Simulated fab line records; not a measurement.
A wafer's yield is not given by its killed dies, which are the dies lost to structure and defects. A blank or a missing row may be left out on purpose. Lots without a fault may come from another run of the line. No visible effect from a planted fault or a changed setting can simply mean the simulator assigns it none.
Lot-split experiment | flow n5Finfet | 39 wafers read across 7 lots, on a route 1938 steps long

== SPLIT DETAILS ==
At N5_BEOL_M4_DEP_57 (deposits SiCN from 3MS/NH3, target thk 8 nm, time 14 s), the setting timeS was moved away from the recipe's 14 s on 6 of the 39 wafers read, by -39.4% to +40.9%. For the rest of the wafers, this setting stayed at what the recipe calls for.

The split's own step is where the reading is taken.

== THE READING ==
SiCN_of_BEOL_M4_DEP_57.thkNm (the simulator's own value, which no gauge read), in nm, at N5_BEOL_M4_DEP_57 (deposits SiCN from 3MS/NH3, target thk 8 nm, time 14 s). The file gives no usual value for it. Across the 33 wafers here that went through the recipe, the average is 8.0 nm and the standard deviation 0.14 nm.

wafer  | tool, chamber at the split | timeS as run, s | against the recipe | SiCN_of_BEOL_M4_DEP_57.thkNm, nm | against lot-mates on the recipe
L074.2 | pecvd-01, 2,0              | 14              | recipe             | 8                                | -
L074.3 | pecvd-01, 2,0              | 14              | recipe             | 8                                | -
L074.6 | pecvd-01, 0                | 14              | recipe             | 8.2                              | -
L075.1 | pecvd-03, 2,1,0            | 14              | recipe             | 8                                | -
L075.2 | pecvd-03, 2,1,0            | 14              | recipe             | 8                                | -
L075.6 | pecvd-03, 2,1,0            | 14              | recipe             | 8                                | -
L075.3 | pecvd-03, 0                | 14              | recipe             | 7.8                              | -
L075.4 | pecvd-03, 2,1              | 14              | recipe             | 8.2                              | -
L075.5 | pecvd-03, 2,1              | 14              | recipe             | 8.2                              | -
L078.1 | pecvd-02, 2,1,0,2,0        | 14              | recipe             | 8                                | -
L078.2 | pecvd-02, 2,1,0,2,0        | 14              | recipe             | 8                                | -
L078.3 | pecvd-02, 2,1,0,2,0        | 14              | recipe             | 8                                | -
L078.4 | pecvd-02, 2,1,0,2,0        | 14              | recipe             | 8                                | -
L078.5 | pecvd-02, 2,1,0,2,0        | 14              | recipe             | 8                                | -
L078.6 | pecvd-02, 1                | 14              | recipe             | 8.2                              | -
L082.1 | pecvd-02, 0,1,0,0          | 14              | recipe             | 8                                | -
L082.2 | pecvd-02, 0,1,0,0          | 14              | recipe             | 8                                | -
L082.4 | pecvd-02, 0,1,0,0          | 14              | recipe             | 8                                | -
L082.5 | pecvd-02, 0,1,0,0          | 14              | recipe             | 8                                | -
L082.3 | pecvd-02, 1                | 14              | recipe             | 8.2                              | -
L082.6 | pecvd-02, 1                | 14              | recipe             | 8.2                              | -
L081.1 | pecvd-03, 0,1,2            | 14              | recipe             | 7.8                              | -
L081.2 | pecvd-03, 0,1,2            | 14              | recipe             | 7.8                              | -
L081.3 | pecvd-03, 0,1,2            | 14              | recipe             | 7.8                              | -
L081.4 | pecvd-03, 0,1              | 14              | recipe             | 8                                | -
L081.5 | pecvd-03, 0,1              | 14              | recipe             | 8                                | -
L081.6 | pecvd-03, 2                | 14              | recipe             | 8.2                              | -
L088.1 | pecvd-01, 0,2              | 19.72           | +40.9%             | 11.2                             | +3.1
L088.4 | pecvd-01, 0,2              | 19.72           | +40.9%             | 11.2                             | +3.1
L088.2 | pecvd-01, 2                | 14              | recipe             | 7.8                              | -
L088.3 | pecvd-01, 1                | 14              | recipe             | 8                                | -
L088.5 | pecvd-01, 0                | 14              | recipe             | 8.4                              | -
L088.6 | pecvd-01, 1                | 19.72           | +40.9%             | 11.4                             | +3.3
L089.1 | pecvd-02, 2                | 14              | recipe             | 7.8                              | -
L089.2 | pecvd-02, 0                | 8.483           | -39.4%             | 4.6                              | -3.3
L089.3 | pecvd-02, 1                | 8.483           | -39.4%             | 4.8                              | -3.1
L089.4 | pecvd-02, 0,2              | 14              | recipe             | 8                                | -
L089.6 | pecvd-02, 0,2              | 14              | recipe             | 8                                | -
L089.5 | pecvd-02, 1                | 8.483           | -39.4%             | 5                                | -2.9
Where a row lists several chambers, the file gives one row for several wafers and doesn't say which wafer went through which chamber.

THE FIT
A straight line over all 39 wafers: SiCN_of_BEOL_M4_DEP_57.thkNm changes by +0.0806 nm for each +1% of timeS; r = +0.99; the points scatter about the line by 0.15 nm.
The same after taking each lot's own level away (the mean of its wafers on the recipe; 39 wafers): +0.0789 nm for each +1%; r = +0.99; scatter 0.14 nm.
That fit puts the effect of the largest move of timeS on the reading at 3.2 nm.
From 7.93 to 8.07 nm: that is the span of the lots' own levels, equal to 0.9 times the standard deviation above.
So the lot-to-lot level changes the slope little: the two slopes agree.
Check: +3.24 nm against its lot-mates is what the line predicts for one of the wafers moved furthest among these (+40.9%) when that wafer is left out of the fit. Against them it came out at +3.13 nm.

== THESE WAFERS: OTHER SPLITS ==
Other splits were also applied to these wafers ahead of the reading. Each is held against what the fit with the lots' levels taken away leaves over:
other split on the same wafers         | wafers away from the commonest value | r with SiCN_of_BEOL_M4_DEP_57.thkNm (lot level and that fit taken away)
N5_FIN_CUT_ETCH_21 timeS               | 12                                   | +0.13
N5_SD_EPI_P_EPI_21 timeS               | 12                                   | -0.02
N5_HKMG_FIN_PWFM_ALD_03 aldCycles      | 12                                   | -0.03
N5_MOL_CONTACT_COAG_CVD_140 targetThkA | 18                                   | +0.21
N5_BEOL_M3_TRENCH_ETCH_37 targetDepthA | 12                                   | -0.09

== FILE'S OWN FIT ==
SiCN_of_BEOL_M4_DEP_57.thkNm changes by +0.0789 nm for each +1% of timeS, r = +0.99.
